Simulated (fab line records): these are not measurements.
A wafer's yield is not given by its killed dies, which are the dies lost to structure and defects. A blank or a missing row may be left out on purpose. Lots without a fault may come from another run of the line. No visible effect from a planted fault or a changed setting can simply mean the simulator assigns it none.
fab line records	flow n5_finfet
record lots=7	wafers=21	last_day=18
route steps=1938 shown BEOL_M4@1089 PASSIVATION@1936
lots that met no fault: taken from a fault-free run of the same line
start_h: the number of hours between the record's first day and the start of the first shown wafer of the lot	wait_h: hours elapsed since this lot's preceding step	" as in the row above	L1.1+2: one row covering several wafers at once	- value missing, or start not given	* or withheld: withheld	< > ~ a bound
route shown NAME@n: NAME is a module with steps in the file, n the number in the route of the first one	usual: mean/standard deviation taken from wafers without a fault	same: alike in all rows	chamber/n: place in a boat	sites: readings site by site	_std_site: standard deviation across them	_edge_site: inner sites' mean taken away from outer sites' mean	radius_mm: for every site, how far away it sits from the centre of the wafer	mask NAME#n: copy n	behind: the last tool/chamber to shape the wafer	hold: what put the lot on hold/how long, in hours/how the hold closed	device: transistor that didn't switch, given as n, p or np	end of line: the same wafers' tests at the end of the route	where a step has no rows: the recipe by itself	killed: count of dies lost to structure and defects at first sort (not the wafer's yield)	map: dies across one wafer; x = killed, . = not, _ = none there
set.NAME: the setting the step ran with; set.NAME@STEP: the setting that earlier step ran with	model.NAME: the simulator's own value behind a step, which no gauge read
lots seen at some steps along the route; tables by step, rows by wafer
services: the hour from which a tool's chamber was out of use, counted from the record's first day as start_h (under 0 if before that day), plus the number of hours and why
## steps
# step N5_BEOL_M4_ANNEAL_82
# recipe temp_c=400	time_s=240	ambient=vacuum
# step N5_BEOL_M4_SPUTTER_86
# recipe material=Cu	target_thk_a=45	temp_c=-20	chamber_pressure_pa=0.07	power_w=withheld	time_s=8.29
# usual throttle_valve_pct=30.1/1.1
lot.wafer	tool	chamber	start_h	wait_h	throttle_valve_pct
L483.1	pvd_sputter-02	-	173.26	0.1	29.7
L483.2	"	-	"	"	31.4
L483.5	"	-	"	"	29.8
L489.2	pvd_sputter-02	-	213.77	0.1	31.1
L489.3	"	-	"	"	29.5
L489.6	"	-	"	"	31.0
L490.2	pvd_sputter-01	-	217.22	0.1	29.4
L490.5	"	-	"	"	31.2
L490.6	"	-	"	"	29.5
L491.2	pvd_sputter-02	-	224.72	0.1	31.0
L491.4	"	-	"	"	29.3
L491.5	"	-	"	"	29.5
L496.1	pvd_sputter-01	-	247.70	0.1	29.3
L496.5	"	-	"	"	28.9
L496.6	"	-	"	"	29.5
L497.2	pvd_sputter-02	-	254.87	0.1	29.5
L497.5	"	-	"	"	31.1
L497.6	"	-	"	"	31.0
L503.1	pvd_sputter-03	-	320.17	0.1	31.3
L503.2	"	-	"	"	28.7
L503.6	"	-	"	"	29.3
# step N5_BEOL_M4_ANNEAL_87
# recipe temp_c=400	time_s=240	ambient=vacuum
# usual heater_power_w=859/70	susceptor_temp_C_max=401.0/0.39
lot.wafer	tool	chamber	start_h	wait_h	heater_power_w	susceptor_temp_C_max
L483.1	pvd_sputter-02	-	173.34	0.0	806	401.0
L483.2	"	-	"	"	903	401.6
L483.5	"	-	"	"	799	401.7
L489.2	pvd_sputter-02	-	213.85	0.0	848	400.4
L489.3	"	-	"	"	781	400.8
L489.6	"	-	"	"	779	401.0
L490.2	pvd_sputter-01	-	217.30	0.0	822	400.5
L490.5	"	-	"	"	874	400.8
L490.6	"	-	"	"	844	400.8
L491.2	pvd_sputter-02	-	224.80	0.0	757	400.6
L491.4	"	-	"	"	796	401.3
L491.5	"	-	"	"	776	401.7
L496.1	pvd_sputter-01	-	247.78	0.0	837	400.7
L496.5	"	-	"	"	960	400.4
L496.6	"	-	"	"	835	400.8
L497.2	pvd_sputter-02	-	254.95	0.0	787	401.1
L497.5	"	-	"	"	884	401.6
L497.6	"	-	"	"	874	400.7
L503.1	pvd_sputter-03	-	320.25	0.0	945	401.2
L503.2	"	-	"	"	844	400.7
L503.6	"	-	"	"	741	400.9
# step N5_BEOL_M4_SPUTTER_88
# recipe material=Cu	target_thk_a=45	temp_c=-20	chamber_pressure_pa=0.07	power_w=withheld	time_s=8.29
# usual throttle_valve_pct=30.1/1.1
lot.wafer	tool	chamber	start_h	wait_h	throttle_valve_pct
L483.1	pvd_sputter-02	-	173.48	0.1	29.8
L483.2	"	-	"	"	31.2
L483.5	"	-	"	"	29.7
L489.2	pvd_sputter-02	-	213.99	0.1	31.1
L489.3	"	-	"	"	29.9
L489.6	"	-	"	"	30.7
L490.2	pvd_sputter-01	-	217.44	0.1	29.5
L490.5	"	-	"	"	31.0
L490.6	"	-	"	"	29.5
L491.2	pvd_sputter-02	-	224.94	0.1	30.9
L491.4	"	-	"	"	29.8
L491.5	"	-	"	"	29.9
L496.1	pvd_sputter-01	-	247.92	0.1	29.9
L496.5	"	-	"	"	29.0
L496.6	"	-	"	"	29.7
L497.2	pvd_sputter-02	-	255.09	0.1	29.6
L497.5	"	-	"	"	31.0
L497.6	"	-	"	"	30.8
L503.1	pvd_sputter-03	-	320.39	0.1	31.6
L503.2	"	-	"	"	29.1
L503.6	"	-	"	"	29.4
# step N5_BEOL_M4_ANNEAL_89
# recipe temp_c=400	time_s=240	ambient=vacuum
# step N5_BEOL_M4_SPUTTER_90
# recipe material=Cu	target_thk_a=45	temp_c=-20	chamber_pressure_pa=0.07	power_w=withheld	time_s=8.29
# usual throttle_valve_pct=30.1/1.1
lot.wafer	tool	chamber	start_h	wait_h	throttle_valve_pct
L483.1	pvd_sputter-02	-	173.70	0.1	29.7
L483.2	"	-	"	"	31.1
L483.5	"	-	"	"	29.5
L489.2	pvd_sputter-02	-	214.21	0.1	31.1
L489.3	"	-	"	"	29.5
L489.6	"	-	"	"	31.1
L490.2	pvd_sputter-01	-	217.66	0.1	29.4
L490.5	"	-	"	"	30.9
L490.6	"	-	"	"	29.5
L491.2	pvd_sputter-02	-	225.16	0.1	30.9
L491.4	"	-	"	"	29.8
L491.5	"	-	"	"	29.3
L496.1	pvd_sputter-01	-	248.14	0.1	29.5
L496.5	"	-	"	"	28.7
L496.6	"	-	"	"	29.5
L497.2	pvd_sputter-02	-	255.31	0.1	29.9
L497.5	"	-	"	"	31.1
L497.6	"	-	"	"	31.2
L503.1	pvd_sputter-03	-	320.61	0.1	31.5
L503.2	"	-	"	"	28.8
L503.6	"	-	"	"	29.5
# step N5_BEOL_M4_ANNEAL_91
# recipe temp_c=400	time_s=240	ambient=vacuum
# step N5_BEOL_M4_SPUTTER_92
# recipe material=Cu	target_thk_a=45	temp_c=-20	chamber_pressure_pa=0.07	power_w=withheld	time_s=8.29
# step N5_BEOL_M4_ANNEAL_93
# recipe temp_c=400	time_s=240	ambient=vacuum
# step N5_BEOL_M4_SPUTTER_94
# recipe material=Cu	target_thk_a=45	temp_c=-20	chamber_pressure_pa=0.07	power_w=withheld	time_s=8.29
# step N5_BEOL_M4_ANNEAL_95
# recipe temp_c=400	time_s=240	ambient=vacuum
# step N5_BEOL_M4_SPUTTER_96
# recipe material=Cu	target_thk_a=45	temp_c=-20	chamber_pressure_pa=0.07	power_w=withheld	time_s=8.29
# usual throttle_valve_pct=30.1/1.1
lot.wafer	tool	chamber	start_h	wait_h	throttle_valve_pct
L483.1	pvd_sputter-02	-	174.36	0.1	29.7
L483.2	"	-	"	"	31.1
L483.5	"	-	"	"	29.6
L489.2	pvd_sputter-02	-	214.87	0.1	30.8
L489.3	"	-	"	"	29.6
L489.6	"	-	"	"	30.7
L490.2	pvd_sputter-01	-	218.32	0.1	29.4
L490.5	"	-	"	"	31.3
L490.6	"	-	"	"	29.5
L491.2	pvd_sputter-02	-	225.82	0.1	30.9
L491.4	"	-	"	"	29.7
L491.5	"	-	"	"	29.4
L496.1	pvd_sputter-01	-	248.80	0.1	29.5
L496.5	"	-	"	"	29.0
L496.6	"	-	"	"	29.4
L497.2	pvd_sputter-02	-	255.97	0.1	29.5
L497.5	"	-	"	"	30.9
L497.6	"	-	"	"	30.8
L503.1	pvd_sputter-03	-	321.27	0.1	31.5
L503.2	"	-	"	"	28.8
L503.6	"	-	"	"	29.1
# step N5_BEOL_M4_ECD_50
# recipe material=Cu	target_thk_a=3000
lot.wafer	tool	chamber	start_h	wait_h
L483.1+2+5	ecd_cu-02	0,1,0	174.48	0.1
L489.2+3+6	ecd_cu-02	0,1,1	214.99	0.1
L490.2+5+6	ecd_cu-02	1,0,1	218.44	0.1
L491.2+4+5	ecd_cu-01	1	225.94	0.1
L496.1+5+6	ecd_cu-02	1,0,1	248.92	0.1
L497.2+5+6	ecd_cu-01	1,0,1	256.10	0.1
L503.1+2+6	ecd_cu-02	1,0,1	321.39	0.1
# step N5_BEOL_M4_ANNEAL_51
# recipe temp_c=225	time_s=90	ambient=N2
# step N5_BEOL_M4_CMP_52
# recipe stop_on=SiOC	t_overpolish_s=6.8	down_force_psi=1	platen_rpm=50	clearing_platen_down_force_psi=1.5	clearing_platen_rpm=50	post_cmp_clean=cu_alkaline	target_thk_nm=40	clearing_platen_pad_velocity_m_s=0.99484	pad_velocity_m_s=0.99484
# usual clearing_platen_down_force_psi=1.5000/0.0029	motor_current_A=6.3/0.74	time_to_endpoint_s=63/3.2
lot.wafer	tool	chamber	start_h	wait_h	clearing_platen_down_force_psi	motor_current_A	time_to_endpoint_s
L483.1	cmp-03	1	175.06	0.5	1.5063	6.2	66
L483.2	"	2	"	"	1.4983	7.0	67
L483.5	"	1	"	"	1.5031	6.7	67
L489.3	cmp-01	3	215.37	0.2	1.4998	6.4	0
L489.2	"	1	"	"	1.4988	6.2	2
L489.6	"	3	"	"	1.5018	6.9	0
L490.2	cmp-04	2	218.93	0.3	1.5054	5.3	2
L490.5	"	3	"	"	1.4994	6.5	0
L490.6	"	0	"	"	1.4978	5.6	0
L491.2	cmp-01	3	226.32	0.2	1.4981	7.0	0
L491.4	"	1	"	"	1.4981	6.1	1
L491.5	"	3	"	"	1.4981	6.6	0
L496.1	cmp-03	0	249.29	0.3	1.4949	7.6	62
L496.6	"	0	"	"	1.5007	7.3	61
L496.5	"	1	"	"	1.5015	6.7	70
L497.2	cmp-04	0	256.59	0.3	1.4948	5.8	64
L497.6	"	1	"	"	1.5014	5.2	62
L497.5	"	2	"	"	1.4982	5.5	63
L503.2	cmp-04	2	321.84	0.3	1.5012	5.1	60
L503.1	"	3	"	"	1.4974	6.5	60
L503.6	"	0	"	"	1.5023	5.8	61
# step N5_BEOL_M4_RC_MEAS_101
# usual DIBL_N=37.0/1.7	DIBL_P=36.7/2	IOFF_N=0.17/0.035	IOFF_P=0.22/0.035	ION_N=672/12	ION_P=461/7.5	SS_N=71.6/0.67	SS_P=73.4/0.64	VT_N=250/3.5	VT_P=-250/3.5
lot.wafer	tool	chamber	start_h	wait_h	DIBL_N[mV/V]	DIBL_P[mV/V]	IOFF_N[nA/um]	IOFF_P[nA/um]	ION_N[uA/um]	ION_P[uA/um]	SS_N[mV/dec]	SS_P[mV/dec]	VT_N[mV]	VT_P[mV]
L483.1	prober-01	0	175.77	0.0	35.1	36.8	0.14	0.18	656	450	71.9	73.4	251	-252
L483.2	"	0	"	"	35.9	38.3	0.15	0.20	682	467	71.5	74.0	252	-252
L483.5	"	0	"	"	34.4	37.0	0.13	0.19	671	469	72.1	72.9	251	-252
L496.1	prober-02	0	249.90	0.0	36.6	37.1	0.16	0.24	677	475	71.6	73.8	249	-249
L496.5	"	0	"	"	36.8	37.0	0.16	0.22	665	460	71.4	73.8	251	-250
L496.6	"	0	"	"	34.7	34.8	0.13	0.20	663	466	71.3	72.8	252	-250
L497.2	prober-02	0	257.23	0.2	37.1	36.5	0.17	0.24	676	465	70.7	73.2	246	-247
L497.5	"	0	"	"	38.5	38.9	0.21	0.29	701	484	71.9	73.8	244	-244
L497.6	"	0	"	"	37.8	37.8	0.18	0.24	676	464	71.9	73.3	248	-245
L503.1	prober-02	0	322.40	0.0	37.6	36.5	0.18	0.24	680	469	72.3	73.6	246	-248
L503.2	"	0	"	"	36.5	35.1	0.15	0.22	673	466	72.0	72.8	250	-249
L503.6	"	0	"	"	34.7	33.8	0.13	0.19	669	470	70.6	73.1	252	-249
# step N5_PASSIVATION_PROBE_49
# usual defect_limited_yield=91.1/1.3	killed_at_M0_to_M3=35/11	killed_at_M4_up=13/5.4	killed_at_contacts=14/6.5	killed_at_front_end=41/11	killed_at_other=4/3.1	killed_dies=106/15	killed_on_rim=14/3.7	killed_open=69/12	killed_short=35/7	sort_bin_5_function=5.2/0.86	sort_bin_6_memory=3.4/0.64	sort_n_pass=1074/15	sort_yield_pct=91.0/1.3
# same gross_dies=1180	killed_at_back_side=0	sort_bin_4_leakage[%]=0	sort_bin_8_speed[%]=0
lot.wafer	tool	chamber	start_h	wait_h	defect_limited_yield[%]	killed_at_M0_to_M3	killed_at_M4_up	killed_at_contacts	killed_at_front_end	killed_at_other	killed_dies	killed_on_rim	killed_open	killed_short	sort_bin_5_function[%]	sort_bin_6_memory[%]	sort_n_pass	sort_yield_pct[%]
L483.1	prober-01	-	277.83	0.0	91.9	32	15	9	40	0	96	15	64	32	4.8	3.1	1084	91.9
L483.2	prober-01	-	277.88	0.1	91.4	30	18	7	45	1	101	13	63	34	4.7	3.4	1079	91.4
L483.5	prober-01	-	278.03	0.2	90.1	40	25	6	44	2	117	19	86	29	5.7	3.8	1063	90.1
L489.2	prober-02	-	314.50	0.1	0	27	1115	7	28	3	1180	152	56	23	97.5	2.4	0	0
L489.3	prober-02	-	314.55	0.1	0	39	1108	10	21	2	1180	152	52	26	97.3	2.4	0	0
L489.6	prober-02	-	314.70	0.3	0	52	1093	8	27	0	1180	152	66	31	97.0	2.7	0	0
L490.2	prober-01	-	316.00	0.1	0	31	1104	14	28	3	1180	152	60	25	96.5	3.3	0	0
L490.5	prober-01	-	316.15	0.2	0	12	1086	20	51	11	1180	152	76	26	97.3	2.7	0	0
L490.6	prober-01	-	316.20	0.3	0	7	1121	10	34	8	1180	152	54	19	98.1	1.7	0	0
L491.2	prober-01	-	321.52	0.1	0	43	1081	13	36	7	1180	152	76	36	95.4	3.8	0	0
L491.4	prober-01	-	321.62	0.2	0	35	1079	21	41	4	1180	152	68	44	95.2	4.5	0	0
L491.5	prober-01	-	321.67	0.2	0	33	1064	28	49	6	1180	152	91	37	95.3	4.3	0	0
L496.1	prober-01	-	348.75	0.0	90.3	53	2	14	41	4	114	17	74	36	5.8	3.6	1066	90.3
L496.5	prober-01	-	348.95	0.2	87.4	73	8	19	47	2	149	12	91	58	7.5	4.5	1031	87.4
L496.6	prober-01	-	349.00	0.3	89.5	51	8	23	37	5	124	13	82	39	6.0	4.4	1056	89.5
L497.2	prober-02	-	351.61	0.1	88.8	28	29	28	42	5	132	17	93	36	7.0	4.1	1048	88.8
L497.5	prober-02	-	351.76	0.2	90.8	37	27	14	30	1	109	13	76	29	5.5	3.5	1071	90.8
L497.6	prober-02	-	351.81	0.3	87.6	31	22	38	51	4	146	14	106	38	7.2	5.1	1034	87.6
L503.1	prober-02	-	434.62	0.0	91.4	23	16	11	50	1	101	10	50	49	4.0	4.2	1079	91.4
L503.2	prober-02	-	434.67	0.1	93.0	22	15	3	41	2	83	15	38	43	3.8	2.6	1097	93.0
L503.6	prober-02	-	434.87	0.3	91.0	42	8	5	49	2	106	19	59	47	5.4	3.1	1074	91.0
# killed by level:class
L483.1 BEOL_M4:geometric_particle:open=11 FIN_SAQP:geometric_particle:open=9 FIN_SAQP:geometric_particle:short=9 STI_FIN_REVEAL:geometric_particle:open=9 BEOL_M0_SAQP:geometric_particle:short=7 BEOL_M3:geometric_particle:open=7 MOL_CONTACT_COAG:geometric_particle:open=6 BEOL_M2:geometric_particle:open=6
L483.2 FIN_SAQP:geometric_particle:open=11 FIN_SAQP:geometric_particle:short=11 BEOL_M4:geometric_particle:open=10 BEOL_M3:geometric_particle:open=7 MOL_CONTACT_COAG:geometric_particle:open=6 BEOL_M1:geometric_particle:short=6 BEOL_M0_SAQP:geometric_particle:open=5 STI_FIN_REVEAL:geometric_particle:open=3
L483.5 BEOL_M4:geometric_particle:open=15 BEOL_M2:geometric_particle:open=11 BEOL_M3:geometric_particle:open=9 FIN_SAQP:geometric_particle:open=8 DUMMY_GATE:geometric_particle:open=8 ILD0:geometric_particle:open=8 ILD0:geometric_particle:short=6 BEOL_M0_SAQP:geometric_particle:open=5
L489.2 BEOL_M4:area_ecd=1099 STI_FIN_REVEAL:geometric_particle:open=8 BEOL_M1:geometric_particle:open=8 BEOL_M3:geometric_particle:open=8 MOL_CONTACT_COAG:geometric_particle:open=7 BEOL_M4:geometric_particle:open=7 FIN_SAQP:geometric_particle:short=4 DUMMY_GATE:geometric_particle:open=3
L489.3 BEOL_M4:area_ecd=1100 BEOL_M3:geometric_particle:open=10 BEOL_M0_SAQP:geometric_particle:open=8 MOL_CONTACT_COAG:geometric_particle:open=7 BEOL_M0_SAQP:geometric_particle:short=7 GATE_CUT:geometric_particle:short=6 BEOL_M1:geometric_particle:open=5 BEOL_M2:geometric_particle:open=5
L489.6 BEOL_M4:area_ecd=1080 BEOL_M3:geometric_particle:open=14 BEOL_M0_SAQP:geometric_particle:open=10 BEOL_M1:geometric_particle:open=9 MOL_CONTACT_COAG:geometric_particle:open=8 BEOL_M0_SAQP:geometric_particle:short=8 FIN_SAQP:geometric_particle:short=6 GATE_CUT:geometric_particle:open=5
L490.2 BEOL_M4:area_ecd=1095 BEOL_M3:geometric_particle:open=13 MOL_CONTACT_COAG:geometric_particle:open=10 FIN_SAQP:geometric_particle:open=9 BEOL_M0_SAQP:geometric_particle:short=7 DUMMY_GATE:geometric_particle:open=5 MOL_CONTACT_COAG:geometric_particle:short=4 STI_FIN_REVEAL:geometric_particle:open=3
L490.5 BEOL_M4:area_ecd=1078 MOL_CONTACT_COAG:geometric_particle:open=16 STI_FIN_REVEAL:geometric_particle:open=15 FIN_SAQP:geometric_particle:open=12 BEOL_M3:geometric_particle:open=6 STI_FIN_REVEAL:geometric_particle:short=5 MOL_CONTACT_COAG:geometric_particle:short=4 STARTING-WAFER:geometric_particle:short=4
L490.6 BEOL_M4:area_ecd=1107 FIN_SAQP:geometric_particle:open=6 STI_FIN_REVEAL:geometric_particle:open=6 MOL_CONTACT_COAG:geometric_particle:open=6 GATE_CUT:geometric_particle:short=4 MOL_CONTACT_COAG:geometric_particle:short=4 BEOL_M7:geometric_particle:open=4 BEOL_M8:geometric_particle:open=4
L491.2 BEOL_M4:area_ecd=1068 STI_FIN_REVEAL:geometric_particle:open=12 MOL_CONTACT_COAG:geometric_particle:open=12 BEOL_M0_SAQP:geometric_particle:open=10 BEOL_M1:geometric_particle:open=9 BEOL_M1:geometric_particle:short=9 DUMMY_GATE:geometric_particle:open=6 STI_FIN_REVEAL:geometric_particle:short=5
L491.4 BEOL_M4:area_ecd=1067 MOL_CONTACT_COAG:geometric_particle:open=15 GATE_CUT:geometric_particle:short=8 BEOL_M1:geometric_particle:open=8 BEOL_M0:geometric_particle:open=7 FIN_SAQP:geometric_particle:short=6 MOL_CONTACT_COAG:geometric_particle:short=6 BEOL_M3:geometric_particle:open=6
L491.5 BEOL_M4:area_ecd=1052 MOL_CONTACT_COAG:geometric_particle:open=24 STI_FIN_REVEAL:geometric_particle:open=15 BEOL_M0_SAQP:geometric_particle:open=10 FIN_SAQP:geometric_particle:open=8 GATE_CUT:geometric_particle:short=7 BEOL_M3:geometric_particle:open=6 BEOL_M1:geometric_particle:open=5
L496.1 STI_FIN_REVEAL:geometric_particle:open=18 BEOL_M0_SAQP:geometric_particle:short=13 MOL_CONTACT_COAG:geometric_particle:open=12 BEOL_M0_SAQP:geometric_particle:open=10 BEOL_M1:geometric_particle:open=9 DUMMY_GATE:geometric_particle:open=6 BEOL_M2:geometric_particle:open=5 BEOL_M3:geometric_particle:open=5
L496.5 BEOL_M1:geometric_particle:short=19 BEOL_M1:geometric_particle:open=18 STI_FIN_REVEAL:geometric_particle:open=16 MOL_CONTACT_COAG:geometric_particle:open=15 BEOL_M0_SAQP:geometric_particle:open=10 BEOL_M0_SAQP:geometric_particle:short=9 FIN_SAQP:geometric_particle:short=8 BEOL_M3:geometric_particle:open=6
L496.6 BEOL_M1:geometric_particle:open=21 MOL_CONTACT_COAG:geometric_particle:open=18 STI_FIN_REVEAL:geometric_particle:open=12 BEOL_M0_SAQP:geometric_particle:short=9 BEOL_M0_SAQP:geometric_particle:open=7 FIN_SAQP:geometric_particle:short=6 MOL_CONTACT_COAG:geometric_particle:short=5 BEOL_M1:geometric_particle:short=5
L497.2 MOL_CONTACT_COAG:geometric_particle:open=21 FIN_SAQP:geometric_particle:open=11 STI_FIN_REVEAL:geometric_particle:open=11 BEOL_M4:geometric_particle:open=11 FIN_SAQP:geometric_particle:short=6 MOL_CONTACT_COAG:geometric_particle:short=6 BEOL_M3:geometric_particle:open=6 BEOL_M5:geometric_particle:open=6
L497.5 MOL_CONTACT_COAG:geometric_particle:open=10 STI_FIN_REVEAL:geometric_particle:open=9 BEOL_M4:geometric_particle:open=9 BEOL_M3:geometric_particle:open=7 BEOL_M0_SAQP:geometric_particle:open=6 BEOL_M0_SAQP:geometric_particle:short=6 BEOL_M1:geometric_particle:open=6 BEOL_M0:geometric_particle:open=5
L497.6 MOL_CONTACT_COAG:geometric_particle:open=30 STI_FIN_REVEAL:geometric_particle:open=14 FIN_SAQP:geometric_particle:open=12 BEOL_M4:geometric_particle:open=12 FIN_SAQP:geometric_particle:short=9 MOL_CONTACT_COAG:geometric_particle:short=8 BEOL_M3:geometric_particle:open=8 DUMMY_GATE:geometric_particle:open=6
L503.1 FIN_SAQP:geometric_particle:short=16 STI_FIN_REVEAL:geometric_particle:open=13 MOL_CONTACT_COAG:geometric_particle:open=10 BEOL_M0_SAQP:geometric_particle:short=10 FIN_SAQP:geometric_particle:open=6 BEOL_M4:geometric_particle:open=6 BEOL_M0_SAQP:geometric_particle:open=4 BEOL_M3:geometric_particle:open=4
L503.2 FIN_SAQP:geometric_particle:short=17 STI_FIN_REVEAL:geometric_particle:open=12 BEOL_M3:geometric_particle:short=9 BEOL_M0_SAQP:geometric_particle:short=6 BEOL_M0_SAQP:geometric_particle:open=5 ILD0:geometric_particle:short=4 FIN_SAQP:geometric_particle:open=3 MOL_CONTACT_COAG:geometric_particle:open=3
L503.6 STI_FIN_REVEAL:geometric_particle:open=25 BEOL_M0_SAQP:geometric_particle:short=20 BEOL_M0_SAQP:geometric_particle:open=7 FIN_SAQP:geometric_particle:short=6 STI_FIN_REVEAL:geometric_particle:short=6 BEOL_M3:geometric_particle:short=6 BEOL_M3:geometric_particle:open=5 ILD0:geometric_particle:open=3
# map L489.2 (x killed, . not)
_________________xxxxxxxxxxxx________________
______________xxxxxxxxxxxxxxxxxx_____________
___________xxxxxxxxxxxxxxxxxxxxxxxx__________
__________xxxxxxxxxxxxxxxxxxxxxxxxxx_________
________xxxxxxxxxxxxxxxxxxxxxxxxxxxxxx_______
_______xxxxxxxxxxxxxxxxxxxxxxxxxxxxxxxx______
______xxxxxxxxxxxxxxxxxxxxxxxxxxxxxxxxxx_____
_____xxxxxxxxxxxxxxxxxxxxxxxxxxxxxxxxxxxx____
____xxxxxxxxxxxxxxxxxxxxxxxxxxxxxxxxxxxxxx___
___xxxxxxxxxxxxxxxxxxxxxxxxxxxxxxxxxxxxxxxx__
___xxxxxxxxxxxxxxxxxxxxxxxxxxxxxxxxxxxxxxxx__
__xxxxxxxxxxxxxxxxxxxxxxxxxxxxxxxxxxxxxxxxxx_
__xxxxxxxxxxxxxxxxxxxxxxxxxxxxxxxxxxxxxxxxxx_
_xxxxxxxxxxxxxxxxxxxxxxxxxxxxxxxxxxxxxxxxxxxx
_xxxxxxxxxxxxxxxxxxxxxxxxxxxxxxxxxxxxxxxxxxxx
_xxxxxxxxxxxxxxxxxxxxxxxxxxxxxxxxxxxxxxxxxxxx
_xxxxxxxxxxxxxxxxxxxxxxxxxxxxxxxxxxxxxxxxxxxx
_xxxxxxxxxxxxxxxxxxxxxxxxxxxxxxxxxxxxxxxxxxxx
_xxxxxxxxxxxxxxxxxxxxxxxxxxxxxxxxxxxxxxxxxxxx
_xxxxxxxxxxxxxxxxxxxxxxxxxxxxxxxxxxxxxxxxxxxx
_xxxxxxxxxxxxxxxxxxxxxxxxxxxxxxxxxxxxxxxxxxxx
__xxxxxxxxxxxxxxxxxxxxxxxxxxxxxxxxxxxxxxxxxx_
__xxxxxxxxxxxxxxxxxxxxxxxxxxxxxxxxxxxxxxxxxx_
___xxxxxxxxxxxxxxxxxxxxxxxxxxxxxxxxxxxxxxxx__
___xxxxxxxxxxxxxxxxxxxxxxxxxxxxxxxxxxxxxxxx__
____xxxxxxxxxxxxxxxxxxxxxxxxxxxxxxxxxxxxxx___
_____xxxxxxxxxxxxxxxxxxxxxxxxxxxxxxxxxxxx____
______xxxxxxxxxxxxxxxxxxxxxxxxxxxxxxxxxx_____
_______xxxxxxxxxxxxxxxxxxxxxxxxxxxxxxxx______
________xxxxxxxxxxxxxxxxxxxxxxxxxxxxxx_______
__________xxxxxxxxxxxxxxxxxxxxxxxxxx_________
___________xxxxxxxxxxxxxxxxxxxxxxxx__________
______________xxxxxxxxxxxxxxxxxx_____________
_________________xxxxxxxxxxxx________________
# map L490.2 (x killed, . not)
_________________xxxxxxxxxxxx________________
______________xxxxxxxxxxxxxxxxxx_____________
___________xxxxxxxxxxxxxxxxxxxxxxxx__________
__________xxxxxxxxxxxxxxxxxxxxxxxxxx_________
________xxxxxxxxxxxxxxxxxxxxxxxxxxxxxx_______
_______xxxxxxxxxxxxxxxxxxxxxxxxxxxxxxxx______
______xxxxxxxxxxxxxxxxxxxxxxxxxxxxxxxxxx_____
_____xxxxxxxxxxxxxxxxxxxxxxxxxxxxxxxxxxxx____
____xxxxxxxxxxxxxxxxxxxxxxxxxxxxxxxxxxxxxx___
___xxxxxxxxxxxxxxxxxxxxxxxxxxxxxxxxxxxxxxxx__
___xxxxxxxxxxxxxxxxxxxxxxxxxxxxxxxxxxxxxxxx__
__xxxxxxxxxxxxxxxxxxxxxxxxxxxxxxxxxxxxxxxxxx_
__xxxxxxxxxxxxxxxxxxxxxxxxxxxxxxxxxxxxxxxxxx_
_xxxxxxxxxxxxxxxxxxxxxxxxxxxxxxxxxxxxxxxxxxxx
_xxxxxxxxxxxxxxxxxxxxxxxxxxxxxxxxxxxxxxxxxxxx
_xxxxxxxxxxxxxxxxxxxxxxxxxxxxxxxxxxxxxxxxxxxx
_xxxxxxxxxxxxxxxxxxxxxxxxxxxxxxxxxxxxxxxxxxxx
_xxxxxxxxxxxxxxxxxxxxxxxxxxxxxxxxxxxxxxxxxxxx
_xxxxxxxxxxxxxxxxxxxxxxxxxxxxxxxxxxxxxxxxxxxx
_xxxxxxxxxxxxxxxxxxxxxxxxxxxxxxxxxxxxxxxxxxxx
_xxxxxxxxxxxxxxxxxxxxxxxxxxxxxxxxxxxxxxxxxxxx
__xxxxxxxxxxxxxxxxxxxxxxxxxxxxxxxxxxxxxxxxxx_
__xxxxxxxxxxxxxxxxxxxxxxxxxxxxxxxxxxxxxxxxxx_
___xxxxxxxxxxxxxxxxxxxxxxxxxxxxxxxxxxxxxxxx__
___xxxxxxxxxxxxxxxxxxxxxxxxxxxxxxxxxxxxxxxx__
____xxxxxxxxxxxxxxxxxxxxxxxxxxxxxxxxxxxxxx___
_____xxxxxxxxxxxxxxxxxxxxxxxxxxxxxxxxxxxx____
______xxxxxxxxxxxxxxxxxxxxxxxxxxxxxxxxxx_____
_______xxxxxxxxxxxxxxxxxxxxxxxxxxxxxxxx______
________xxxxxxxxxxxxxxxxxxxxxxxxxxxxxx_______
__________xxxxxxxxxxxxxxxxxxxxxxxxxx_________
___________xxxxxxxxxxxxxxxxxxxxxxxx__________
______________xxxxxxxxxxxxxxxxxx_____________
_________________xxxxxxxxxxxx________________
## services
tool	chamber	start_h	hours	kind
pvd_sputter-03	-	172.58	5.0	repair
cmp-01	-	174.91	4.0	pm
cmp-01	-	178.91	-	consumable_replace:conditioner
cmp-01	-	178.91	-	consumable_replace:pad
cmp-01	-	180.08	0.8	repair
ecd_cu-02	-	187.65	16.5	repair
cmp-04	-	225.44	6.5	pm
cmp-04	-	233.70	2.4	repair
cmp-01	-	244.66	2.3	repair
cmp-04	-	247.05	0.4	repair
cmp-04	-	267.62	0.9	repair
cmp-04	-	274.84	1.9	repair
cmp-03	-	285.31	2.6	repair
cmp-04	-	296.20	0.9	repair
cmp-04	-	297.43	2.3	repair
ecd_cu-01	-	308.32	10.0	repair
## key
first_sign step=N5_BEOL_M4_CMP_52	reading=time_to_endpoint_s	direction=down	sigmas=20	usual=*	struck=*
effect step=N5_PASSIVATION_PROBE_49	reading=killed_at_M4_up	direction=up	sigmas=99+	usual=13	struck=1095
more_kills_born_at N5_BEOL_M4_ECD_50@ecd_cu-02=6559	N5_BEOL_M4_ECD_50@ecd_cu-01=3187
met_at N5_BEOL_M4_ECD_50
struck_wafers L489.2,L489.3,L489.6,L490.2,L490.5,L490.6,L491.2,L491.4,L491.5
later_rows_left_out L489.2,L489.3,L489.6,L490.2,L490.5,L490.6,L491.2,L491.4,L491.5
onset_between 174.48 214.99
fault kind=skipped_step_whole	tool=ecd_cu-01,ecd_cu-02	chamber=-	onset_h=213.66	steps=N5_BEOL_M4_ECD_50	scope=struck_lots_only
# later_rows_left_out: the simulator's readings of these wafers behind a module that went badly wrong aren't trusted and aren't shown, but for the sort
